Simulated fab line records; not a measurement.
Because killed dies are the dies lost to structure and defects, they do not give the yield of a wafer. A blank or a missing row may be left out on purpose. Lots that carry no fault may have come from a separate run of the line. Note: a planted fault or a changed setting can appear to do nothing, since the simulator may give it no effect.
fab line records	flow nand-harc
record: lots: 24	wafers: 72	last-day: 34
route steps=1302 shown P_ZERO_WELL@16 P_GATE@175 P_CONTACT@217
lots that met no fault: taken from a fault-free run of the same line
start-h: the number of hours between the record's first day and the start of the first shown wafer of the lot	wait-h: hours elapsed since this lot's preceding step	" same as the row above	L1.1+2: one row covering several wafers at once	- no value, or no start was given	* or withheld: withheld	< > ~ a bound
route shown NAME@n: names a module that has steps shown in the file, with the first one's number in the route	usual: mean and standard deviation over wafers with no fault	same: alike in all rows	chamber/n: place in a boat	sites: each site's reading	_std_site: the standard deviation of these	_edge_site: mean of outer sites minus mean of inner sites	radius-mm: for every site, how far away it sits from the centre of the wafer	mask NAME#n: copy n	behind: the tool/chamber that last shaped the wafer	hold: the reason the lot was held/the length of the hold in hours/how it ended	device: the transistor (n, p or np) that didn't switch	end of line: the tests these same wafers got at the end of their route	where a step has no rows: the recipe by itself	killed: dies lost to structure and defects at the first sort, not the wafer's yield	map: shows each die of a wafer: x if killed, . if not, _ if none is there
set.NAME: the setting that was run; set.NAME@STEP: the one run at that earlier step	model.NAME: the simulator's own value behind a step, which no gauge read
steps of the route over a sample of lots; a table a step, a row a wafer
services: the hour from which a tool's chamber was out of use, counted from the record's first day as start-h (under 0 if before that day), plus the number of hours and why
== steps ==
step: NHARC_P_ZERO_WELL_DESCUM_13
recipe: time-s: 3	o2-flow-sccm: 200	ar-flow-sccm: 0	bias-power-w: 0	chemistry: O2
usual: drypump-motor-current-A: 5.6/0.36	oes-product-au: 1.000/0.011	rf-vpp-V: 57.9/1	showerhead-plenum-p-Torr: 1.92/0.11	throttle-valve-pct: 11.311/0.01
lot.wafer	tool	chamber	start-h	wait-h	drypump-motor-current-A	oes-product-au	rf-hours-counter-h	rf-vpp-V	showerhead-plenum-p-Torr	throttle-valve-pct
L074.1	rie-diel-07	3	21.42	-	5.8	0.985	19	58.3	1.92	11.326
L074.4	"	0	"	"	5.0	1.014	21	59.0	1.86	11.329
L074.2	"	1	"	"	5.3	1.007	25	56.3	1.78	11.307
L075.1	rie-diel-06	2	33.07	-	5.3	0.988	22	58.2	1.79	11.296
L075.2	"	1	"	"	5.8	1.002	24	59.3	2.07	11.309
L075.5	"	3	"	"	5.8	0.993	-	58.6	1.78	11.315
L076.2	rie-diel-06	2	41.40	-	5.3	1.006	23	55.8	1.79	11.298
L076.1	"	3	"	"	5.8	1.018	25	56.4	1.78	11.305
L076.4	"	0	"	"	6.2	1.014	20	57.5	2.03	11.311
L077.1	rie-diel-06	2	51.40	-	5.3	0.996	29	56.3	1.78	11.313
L077.4	"	0	"	"	6.2	1.006	25	58.0	2.02	11.305
L077.2	"	1	"	"	5.7	1.006	30	59.8	2.07	11.323
L078.2	rie-diel-07	2	61.42	-	5.5	0.994	38	58.8	1.90	11.294
L078.4	"	3	"	"	5.9	0.997	38	57.6	1.91	11.301
L078.5	"	0	"	"	5.0	1.021	-	58.4	1.86	11.317
L079.1	rie-diel-06	3	71.28	-	5.8	0.999	36	58.8	1.78	11.303
L079.2	"	0	"	"	6.2	1.012	29	58.7	2.02	11.329
L079.4	"	2	"	"	5.3	0.984	34	57.2	1.78	11.307
L080.2	rie-diel-07	0	81.28	-	5.0	1.020	42	57.9	1.86	11.313
L080.3	"	3	"	"	5.9	0.987	42	57.6	1.91	11.301
L080.5	"	1	"	"	5.4	1.020	-	57.4	1.77	11.313
L081.4	rie-diel-06	2	91.45	-	5.3	0.992	42	58.8	1.78	11.332
L081.6	"	3	"	"	5.8	1.005	-	58.6	1.78	11.323
L081.5	"	0	"	"	6.2	1.015	-	57.1	2.02	11.318
L082.4	rie-diel-07	2	101.42	-	5.5	0.990	48	56.4	1.90	11.304
L082.6	"	1	"	"	5.3	1.007	-	58.2	1.77	11.320
L082.5	"	2	"	"	5.5	0.983	-	57.9	1.90	11.314
L083.3	rie-diel-01	3	111.40	-	6.2	0.998	23	58.6	1.85	11.321
L083.2	"	1	"	"	5.6	0.989	24	59.0	1.97	11.336
L083.5	"	3	"	"	6.2	0.997	-	57.7	1.85	11.323
L084.2	rie-diel-06	1	121.40	-	5.7	1.015	52	59.0	2.06	11.311
L084.1	"	3	"	"	5.8	1.001	55	57.3	1.77	11.305
L084.6	"	1	"	"	5.8	1.009	-	59.1	2.06	11.297
L085.2	rie-diel-01	0	134.38	-	5.3	1.000	32	56.8	1.87	11.300
L085.3	"	2	"	"	6.0	1.009	33	56.8	1.94	11.321
L085.6	"	3	"	"	6.2	0.989	-	57.1	1.85	11.305
L086.1	rie-diel-07	1	141.38	-	5.3	1.003	6	59.0	2.07	11.309
L086.3	"	2	"	"	5.5	1.003	6	58.9	1.90	11.295
L086.4	"	1	"	"	5.3	0.998	-	57.5	2.07	11.307
L087.4	rie-diel-07	1	151.41	-	5.3	1.002	10	58.9	2.07	11.311
L087.6	"	1	"	"	5.3	0.998	-	58.2	2.07	11.301
L087.5	"	2	"	"	5.5	1.002	-	56.2	1.90	11.308
L088.4	rie-diel-06	0	161.28	-	6.3	1.010	10	59.7	2.01	11.296
L088.2	"	1	"	"	5.8	0.978	10	58.5	2.05	11.311
L088.5	"	0	"	"	6.2	1.001	-	56.2	2.01	11.322
L089.1	rie-diel-07	3	171.40	-	5.8	0.978	18	57.8	1.90	11.315
L089.4	"	1	"	"	5.3	0.998	15	56.9	2.07	11.308
L089.2	"	2	"	"	5.5	0.980	18	57.2	1.89	11.295
L090.4	rie-diel-06	3	181.30	-	5.8	0.986	7	58.2	2.07	11.314
L090.3	"	0	"	"	6.2	0.996	16	58.0	2.01	11.311
L090.1	"	1	"	"	5.8	0.983	18	58.7	2.05	11.298
L091.2	rie-diel-06	3	191.57	-	5.9	0.998	10	59.2	2.07	11.291
L091.3	"	0	"	"	6.2	1.015	19	59.8	2.01	11.338
L091.6	"	2	"	"	5.3	0.998	-	57.1	1.77	11.295
L092.2	rie-diel-06	1	201.42	-	5.7	0.979	22	58.0	2.05	11.324
L092.3	"	3	"	"	5.9	1.000	11	59.4	2.07	11.307
L092.5	"	0	"	"	6.2	1.014	-	58.8	2.01	11.316
L093.2	rie-diel-06	0	211.92	-	6.2	1.007	24	56.5	2.01	11.331
L093.3	"	3	"	"	5.9	1.004	16	58.3	2.07	11.318
L093.6	"	1	"	"	5.8	0.983	-	59.3	2.05	11.324
L094.4	rie-diel-07	1	221.40	-	5.3	0.992	29	58.3	2.07	11.319
L094.1	"	2	"	"	5.5	0.989	35	58.4	1.89	11.314
L094.3	"	3	"	"	5.8	1.003	38	57.1	1.89	11.320
L095.2	rie-diel-06	1	231.43	-	5.8	0.988	34	59.5	2.05	11.301
L095.4	"	2	"	"	5.3	1.002	36	58.1	1.77	11.312
L095.5	"	0	"	"	6.2	1.007	-	59.6	2.01	11.301
L096.4	rie-diel-01	1	241.28	-	5.6	0.986	2	58.7	1.96	11.318
L096.2	"	0	"	"	5.4	0.987	7	58.0	1.86	11.315
L096.6	"	1	"	"	5.6	0.990	-	57.0	1.96	11.308
L097.1	rie-diel-07	3	251.41	-	5.8	0.991	44	55.7	1.89	11.301
L097.3	"	0	"	"	5.0	1.009	30	57.2	1.84	11.310
L097.5	"	1	"	"	5.3	1.012	-	59.7	2.06	11.299
step: NHARC_P_ZERO_WELL_INSPECT_43
usual: raw-defect-count: 13/6.9
lot.wafer	tool	chamber	start-h	wait-h	raw-defect-count
L074.1	defect-inspect-01	-	27.48	0.6	12
L074.2	"	-	"	"	11
L074.4	"	-	"	"	11
L075.1	defect-inspect-01	-	39.46	0.6	5
L075.2	"	-	"	"	18
L075.5	"	-	"	"	16
L076.1	defect-inspect-01	-	47.87	0.6	16
L076.2	"	-	"	"	9
L076.4	"	-	"	"	11
L077.1	defect-inspect-02	-	57.46	0.6	9
L077.2	"	-	"	"	25
L077.4	"	-	"	"	10
L078.2	defect-inspect-02	-	67.44	0.5	18
L078.4	"	-	"	"	3
L078.5	"	-	"	"	12
L079.1	defect-inspect-02	-	77.46	0.6	16
L079.2	"	-	"	"	12
L079.4	"	-	"	"	9
L080.2	defect-inspect-02	-	87.62	0.5	11
L080.3	"	-	"	"	19
L080.5	"	-	"	"	25
L081.4	defect-inspect-01	-	97.69	0.2	6
L081.5	"	-	"	"	11
L081.6	"	-	"	"	11
L082.4	defect-inspect-01	-	107.68	0.2	23
L082.5	"	-	"	"	21
L082.6	"	-	"	"	15
L083.2	defect-inspect-01	-	117.41	0.5	11
L083.3	"	-	"	"	14
L083.5	"	-	"	"	35
L084.1	defect-inspect-01	-	127.56	0.6	12
L084.2	"	-	"	"	12
L084.6	"	-	"	"	4
L085.2	defect-inspect-02	-	140.85	0.5	26
L085.3	"	-	"	"	12
L085.6	"	-	"	"	11
L086.1	defect-inspect-02	-	147.65	0.6	20
L086.3	"	-	"	"	22
L086.4	"	-	"	"	14
L087.4	defect-inspect-01	-	158.10	0.2	13
L087.5	"	-	"	"	5
L087.6	"	-	"	"	9
L088.2	defect-inspect-02	-	167.60	0.5	18
L088.4	"	-	"	"	16
L088.5	"	-	"	"	11
L089.1	defect-inspect-01	-	177.60	0.6	19
L089.2	"	-	"	"	34
L089.4	"	-	"	"	14
L090.1	defect-inspect-02	-	187.31	0.6	10
L090.3	"	-	"	"	10
L090.4	"	-	"	"	9
L091.2	defect-inspect-01	-	198.57	0.5	21
L091.3	"	-	"	"	24
L091.6	"	-	"	"	16
L092.2	defect-inspect-01	-	207.42	0.5	5
L092.3	"	-	"	"	7
L092.5	"	-	"	"	10
L093.2	defect-inspect-02	-	221.64	0.5	15
L093.3	"	-	"	"	15
L093.6	"	-	"	"	15
L094.1	defect-inspect-01	-	227.29	0.6	7
L094.3	"	-	"	"	19
L094.4	"	-	"	"	9
L095.2	defect-inspect-02	-	237.71	0.5	4
L095.4	"	-	"	"	7
L095.5	"	-	"	"	3
L096.2	defect-inspect-01	-	247.45	0.5	5
L096.4	"	-	"	"	6
L096.6	"	-	"	"	7
L097.1	defect-inspect-02	-	257.70	0.6	18
L097.3	"	-	"	"	14
L097.5	"	-	"	"	14
step: NHARC_P_GATE_STRIP_75
recipe: power-w: 1500	temp-c: 250	chemistry: O2
usual: drypump-motor-current-A: 5.1/0.34	heater-power-w: 328/15	temp-c: 249.97/0.17
lot.wafer	tool	chamber	start-h	wait-h	drypump-motor-current-A	heater-power-w	rf-hours-counter-h	temp-c
L074.2	plasma-asher-01	0	105.89	0.2	4.9	307	27	249.61
L074.1	"	1	"	"	5.1	323	27	249.94
L074.4	"	1	"	"	5.0	315	-	249.73
L076.2	plasma-asher-01	0	123.34	0.2	5.0	303	30	249.81
L076.1	"	1	"	"	5.1	318	30	250.05
L076.4	"	1	"	"	5.1	315	-	249.84
L075.2	plasma-asher-02	0	124.19	0.3	5.9	326	7	249.93
L075.1	"	1	"	"	4.9	355	7	250.39
L075.5	"	1	"	"	4.9	359	-	250.13
L077.2	plasma-asher-01	1	136.17	0.2	5.0	318	33	250.03
L077.1	"	0	"	"	4.9	301	33	250.01
L077.4	"	0	"	"	5.0	303	-	249.93
L078.2	plasma-asher-01	0	149.12	0.3	5.0	308	36	249.72
L078.4	"	1	"	"	5.0	324	-	249.90
L078.5	"	0	"	"	4.9	297	-	249.99
L079.1	plasma-asher-01	1	153.90	0.3	5.0	320	39	249.79
L079.2	"	0	"	"	5.0	312	39	249.79
L079.4	"	0	"	"	5.0	307	-	249.78
L080.2	plasma-asher-02	1	164.69	0.2	4.9	354	16	249.81
L080.3	"	1	"	"	4.9	354	-	249.95
L080.5	"	1	"	"	4.9	354	-	250.00
L081.4	plasma-asher-01	0	183.27	0.2	4.9	321	-	250.18
L081.5	"	0	"	"	4.9	318	-	249.95
L081.6	"	1	"	"	5.1	332	-	250.08
L083.2	plasma-asher-02	1	199.21	0.3	4.9	357	23	249.79
L083.3	"	1	"	"	4.9	350	-	249.74
L083.5	"	1	"	"	4.9	349	-	249.79
L082.4	plasma-asher-01	0	199.98	0.1	4.9	325	-	249.96
L082.5	"	1	"	"	5.1	329	-	249.84
L082.6	"	0	"	"	4.9	314	-	249.86
L084.1	plasma-asher-02	0	211.06	0.2	5.9	336	25	249.89
L084.2	"	1	"	"	4.9	347	25	250.22
L084.6	"	0	"	"	5.9	330	-	250.01
L085.2	plasma-asher-01	1	224.23	0.2	5.1	321	8	249.88
L085.3	"	1	"	"	5.0	336	-	249.81
L085.6	"	0	"	"	4.9	326	-	249.84
L086.1	plasma-asher-01	1	229.68	0.2	5.1	329	9	250.14
L086.3	"	1	"	"	5.1	330	-	249.92
L086.4	"	0	"	"	4.9	320	-	250.14
L087.4	plasma-asher-02	1	235.94	0.1	4.9	356	-	250.12
L087.6	"	0	"	"	5.9	328	-	249.66
L087.5	"	1	"	"	4.9	349	-	250.14
L089.1	plasma-asher-01	0	252.72	0.3	4.9	320	15	249.81
L089.2	"	1	"	"	5.1	337	15	250.20
L089.4	"	0	"	"	5.0	324	-	250.19
L088.2	plasma-asher-01	0	253.10	0.3	4.9	320	15	249.95
L088.4	"	0	"	"	5.0	316	-	249.90
L088.5	"	0	"	"	5.0	315	-	249.77
L090.1	plasma-asher-01	1	271.04	0.2	5.0	331	21	250.11
L090.3	"	0	"	"	5.0	327	-	250.02
L090.4	"	1	"	"	5.0	332	-	250.22
L091.2	plasma-asher-01	1	285.54	0.2	5.0	331	24	249.99
L091.3	"	0	"	"	4.9	322	-	249.65
L091.6	"	0	"	"	4.9	324	-	249.72
L092.2	plasma-asher-01	0	290.08	0.2	5.0	316	24	250.36
L092.3	"	1	"	"	5.1	324	-	250.10
L092.5	"	0	"	"	5.0	311	-	250.29
L093.2	plasma-asher-01	0	303.36	0.2	5.0	322	27	249.65
L093.3	"	0	"	"	5.0	318	-	249.96
L093.6	"	0	"	"	5.0	327	-	250.06
L094.1	plasma-asher-02	1	308.52	0.2	4.9	328	8	250.05
L094.3	"	0	"	"	5.9	354	-	249.91
L094.4	"	1	"	"	4.9	336	-	250.07
L095.2	plasma-asher-01	1	320.60	0.2	5.0	326	30	249.82
L095.4	"	0	"	"	5.0	322	-	250.23
L095.5	"	1	"	"	5.0	324	-	249.98
L096.2	plasma-asher-02	1	329.16	0.3	4.9	330	13	249.92
L096.4	"	0	"	"	5.9	351	-	249.92
L096.6	"	1	"	"	4.9	334	-	249.90
L097.1	plasma-asher-02	1	345.07	0.2	4.9	332	16	249.71
L097.3	"	1	"	"	4.9	332	-	250.11
L097.5	"	1	"	"	4.9	327	-	250.15
step: NHARC_P_GATE_DEGAS_109
recipe: temp-c: 300	time-s: 60
usual: heater-power-w: 457/31
lot.wafer	tool	chamber	start-h	wait-h	heater-power-w
L074.4	pvd-sputter-01	-	110.52	0.1	457
L074.2	"	-	"	"	470
L074.1	"	-	"	"	411
L076.1	pvd-sputter-03	-	128.01	0.1	457
L076.4	"	-	"	"	480
L076.2	"	-	"	"	498
L075.2	pvd-sputter-01	-	128.86	0.1	457
L075.1	"	-	"	"	409
L075.5	"	-	"	"	485
L077.1	pvd-sputter-02	-	141.01	0.1	472
L077.4	"	-	"	"	438
L077.2	"	-	"	"	429
L078.4	pvd-sputter-01	-	153.77	0.1	401
L078.2	"	-	"	"	473
L078.5	"	-	"	"	457
L079.2	pvd-sputter-01	-	158.65	0.1	421
L079.4	"	-	"	"	459
L079.1	"	-	"	"	455
L080.2	pvd-sputter-03	-	169.49	0.1	485
L080.3	"	-	"	"	505
L080.5	"	-	"	"	482
L081.4	pvd-sputter-02	-	188.00	0.1	431
L081.6	"	-	"	"	435
L081.5	"	-	"	"	459
L083.2	pvd-sputter-01	-	203.87	0.1	422
L083.3	"	-	"	"	460
L083.5	"	-	"	"	475
L082.4	pvd-sputter-02	-	204.71	0.1	443
L082.6	"	-	"	"	429
L082.5	"	-	"	"	430
L084.2	pvd-sputter-02	-	215.80	0.1	428
L084.1	"	-	"	"	496
L084.6	"	-	"	"	435
L085.2	pvd-sputter-03	-	228.89	0.1	506
L085.3	"	-	"	"	481
L085.6	"	-	"	"	488
L086.4	pvd-sputter-02	-	234.31	0.1	436
L086.1	"	-	"	"	443
L086.3	"	-	"	"	433
L087.4	pvd-sputter-02	-	240.67	0.1	476
L087.6	"	-	"	"	437
L087.5	"	-	"	"	481
L089.1	pvd-sputter-02	-	257.51	0.1	439
L089.2	"	-	"	"	428
L089.4	"	-	"	"	433
L088.2	pvd-sputter-01	-	258.40	0.1	489
L088.4	"	-	"	"	489
L088.5	"	-	"	"	393
L090.4	pvd-sputter-01	-	275.79	0.1	405
L090.3	"	-	"	"	475
L090.1	"	-	"	"	480
L091.2	pvd-sputter-01	-	290.17	0.1	401
L091.3	"	-	"	"	502
L091.6	"	-	"	"	416
L092.2	pvd-sputter-01	-	294.71	0.1	488
L092.3	"	-	"	"	468
L092.5	"	-	"	"	392
L093.2	pvd-sputter-01	-	308.24	0.1	470
L093.3	"	-	"	"	485
L093.6	"	-	"	"	474
L094.4	pvd-sputter-03	-	313.28	0.1	465
L094.3	"	-	"	"	522
L094.1	"	-	"	"	468
L095.2	pvd-sputter-02	-	325.37	0.1	418
L095.4	"	-	"	"	415
L095.5	"	-	"	"	502
L096.4	pvd-sputter-03	-	333.77	0.1	482
L096.2	"	-	"	"	464
L096.6	"	-	"	"	468
L097.3	pvd-sputter-02	-	350.17	0.1	422
L097.1	"	-	"	"	425
L097.5	"	-	"	"	420
step: NHARC_P_CONTACT_DEP_30
recipe: target-thk-a: 300	temp-c: 400	target-thk-nm: 30	flow-sccm: 200	rf-w: 450	material: SiNx
usual: heater-power-outer-w: 399/53	heater-power-w: 683/81
lot.wafer	tool	chamber	start-h	wait-h	heater-power-outer-w	heater-power-w
L074.1	pecvd-02	0	111.76	0.1	418	775
L074.2	"	1	"	"	278	484
L074.4	"	1	"	"	291	492
L076.2	pecvd-04	1	129.03	0.1	389	691
L076.1	"	0	"	"	426	686
L076.4	"	2	"	"	455	750
L075.1	pecvd-01	0	129.91	0.1	357	679
L075.2	"	1	"	"	354	644
L075.5	"	0	"	"	369	671
L077.1	pecvd-02	0	142.09	0.1	547	928
L077.2	"	1	"	"	337	557
L077.4	"	1	"	"	335	546
L078.2	pecvd-01	0	154.79	0.1	389	690
L078.4	"	0	"	"	393	680
L078.5	"	2	"	"	315	602
L079.1	pecvd-04	2	159.77	0.2	475	780
L079.2	"	0	"	"	431	699
L079.4	"	2	"	"	484	768
L080.3	pecvd-04	0	170.54	0.1	432	695
L080.2	"	1	"	"	400	678
L080.5	"	2	"	"	441	728
L081.5	pecvd-01	2	189.12	0.2	368	634
L081.6	"	0	"	"	439	765
L081.4	"	1	"	"	417	746
L083.2	pecvd-01	0	204.87	0.1	415	723
L083.3	"	1	"	"	416	703
L083.5	"	2	"	"	340	622
L082.5	pecvd-04	2	205.83	0.2	391	627
L082.4	"	0	"	"	365	593
L082.6	"	1	"	"	413	693
L084.1	pecvd-01	1	216.82	0.1	330	593
L084.2	"	0	"	"	434	761
L084.6	"	2	"	"	341	616
L085.2	pecvd-04	2	229.94	0.1	406	680
L085.3	"	0	"	"	387	633
L085.6	"	0	"	"	383	619
L086.3	pecvd-01	0	235.33	0.1	461	750
L086.1	"	2	"	"	338	600
L086.4	"	1	"	"	414	738
L087.6	pecvd-01	1	241.80	0.2	418	722
L087.4	"	2	"	"	353	629
L087.5	"	0	"	"	395	699
L089.2	pecvd-01	1	258.57	0.1	423	733
L089.1	"	2	"	"	347	627
L089.4	"	1	"	"	424	717
L088.2	pecvd-04	0	259.45	0.1	347	582
L088.5	"	2	"	"	466	756
L088.4	"	0	"	"	349	569
L090.3	pecvd-01	0	276.88	0.1	412	734
L090.1	"	2	"	"	266	524
L090.4	"	0	"	"	414	713
L091.3	pecvd-02	2	291.19	0.1	410	723
L091.2	"	0	"	"	480	799
L091.6	"	2	"	"	409	739
L092.2	pecvd-01	2	295.73	0.1	335	609
L092.3	"	1	"	"	363	626
L092.5	"	1	"	"	358	625
L093.3	pecvd-04	2	309.35	0.1	457	726
L093.2	"	0	"	"	447	693
L093.6	"	2	"	"	470	747
L094.1	pecvd-02	2	314.49	0.3	379	672
L094.3	"	0	"	"	401	703
L094.4	"	0	"	"	406	709
L095.2	pecvd-02	1	326.48	0.1	353	593
L095.4	"	0	"	"	455	793
L095.5	"	1	"	"	364	585
L096.2	pecvd-04	0	334.85	0.1	425	678
L096.6	"	1	"	"	460	768
L096.4	"	0	"	"	421	691
L097.1	pecvd-02	0	351.19	0.1	459	775
L097.3	"	2	"	"	428	736
L097.5	"	0	"	"	459	803
step: NHARC_P_CONTACT_CD_MEAS_12
recipe: target-cd-nm: 90	landing-energy-ev: 500
usual: cd-nm: 90.3/0.73
lot.wafer	tool	chamber	start-h	wait-h	cd-nm
L074.1	cd-sem-02	0	113.14	-	89.9
L074.2	"	0	"	"	89.8
L074.4	"	0	"	"	90.5
L076.1	cd-sem-03	0	130.56	-	88.6
L076.2	"	0	"	"	89.4
L076.4	"	0	"	"	88.9
L075.1	cd-sem-01	0	131.41	-	90.4
L075.2	"	0	"	"	91.5
L075.5	"	0	"	"	90.9
L077.1	cd-sem-02	0	143.58	-	90.8
L077.2	"	0	"	"	89.5
L077.4	"	0	"	"	91.6
L078.2	cd-sem-02	0	156.33	-	91.0
L078.4	"	0	"	"	89.5
L078.5	"	0	"	"	90.3
L079.1	cd-sem-01	0	161.32	-	91.1
L079.2	"	0	"	"	91.5
L079.4	"	0	"	"	90.7
L080.2	cd-sem-02	0	172.07	-	90.0
L080.3	"	0	"	"	90.2
L080.5	"	0	"	"	90.2
L081.4	cd-sem-01	0	190.56	-	89.6
L081.5	"	0	"	"	90.5
L081.6	"	0	"	"	89.0
L083.2	cd-sem-02	0	206.30	-	90.1
L083.3	"	0	"	"	89.8
L083.5	"	0	"	"	91.3
L082.4	cd-sem-01	0	207.26	-	90.3
L082.5	"	0	"	"	90.9
L082.6	"	0	"	"	89.5
L084.1	cd-sem-02	0	218.36	-	90.0
L084.2	"	0	"	"	89.4
L084.6	"	0	"	"	91.0
L085.2	cd-sem-01	0	231.45	-	90.4
L085.3	"	0	"	"	91.0
L085.6	"	0	"	"	89.5
L086.1	cd-sem-02	0	236.87	-	90.9
L086.3	"	0	"	"	89.6
L086.4	"	0	"	"	91.6
L087.4	cd-sem-01	0	243.24	-	90.8
L087.5	"	0	"	"	89.9
L087.6	"	0	"	"	91.3
L089.1	cd-sem-02	0	260.08	-	90.8
L089.2	"	0	"	"	90.4
L089.4	"	0	"	"	89.7
L088.2	cd-sem-03	0	260.96	-	91.0
L088.4	"	0	"	"	90.8
L088.5	"	0	"	"	90.9
L090.1	cd-sem-01	0	278.30	-	91.8
L090.3	"	0	"	"	91.3
L090.4	"	0	"	"	91.1
L091.2	cd-sem-03	0	292.75	-	89.0
L091.3	"	0	"	"	90.6
L091.6	"	0	"	"	88.9
L092.2	cd-sem-02	0	297.54	-	91.2
L092.3	"	0	"	"	89.9
L092.5	"	0	"	"	90.5
L093.2	cd-sem-02	0	310.86	-	91.1
L093.3	"	0	"	"	91.0
L093.6	"	0	"	"	91.1
L094.1	cd-sem-03	0	315.99	-	90.1
L094.3	"	0	"	"	90.6
L094.4	"	0	"	"	89.1
L095.2	cd-sem-01	0	327.82	-	89.9
L095.4	"	0	"	"	91.0
L095.5	"	0	"	"	89.7
L096.2	cd-sem-02	0	336.20	-	90.1
L096.4	"	0	"	"	90.4
L096.6	"	0	"	"	90.3
L097.1	cd-sem-03	0	352.60	-	89.8
L097.3	"	0	"	"	89.4
L097.5	"	0	"	"	90.4
== services ==
tool	chamber	start-h	hours	kind
rie-diel-06	0	25.38	14.3	repair
rie-diel-06	2	46.70	3.1	repair
pvd-sputter-01	-	48.02	10.0	pm
pecvd-04	1	65.51	29.3	repair
rie-diel-06	-	80.70	0.8	repair
pvd-sputter-02	-	104.01	10.0	pm
rie-diel-07	-	118.77	9.0	pm
rie-diel-06	-	130.22	9.0	pm
pecvd-01	-	130.36	13.0	pm
rie-diel-07	-	135.23	0.2	repair
plasma-asher-01	-	165.20	9.0	pm
rie-diel-06	-	176.08	0.1	repair
rie-diel-06	-	192.92	4.9	repair
pvd-sputter-01	-	256.83	0.7	repair
pvd-sputter-02	-	282.01	10.0	pm
pvd-sputter-01	-	284.48	3.6	repair
rie-diel-06	-	286.84	29.6	repair
pecvd-01	0	294.03	15.4	repair
rie-diel-07	-	296.83	9.0	pm
pvd-sputter-02	-	308.49	8.9	repair
pecvd-01	-	311.54	13.0	pm
rie-diel-06	-	316.45	9.0	pm
rie-diel-06	0	334.55	28.5	repair
plasma-asher-01	-	342.20	9.0	pm
== key ==
fault none
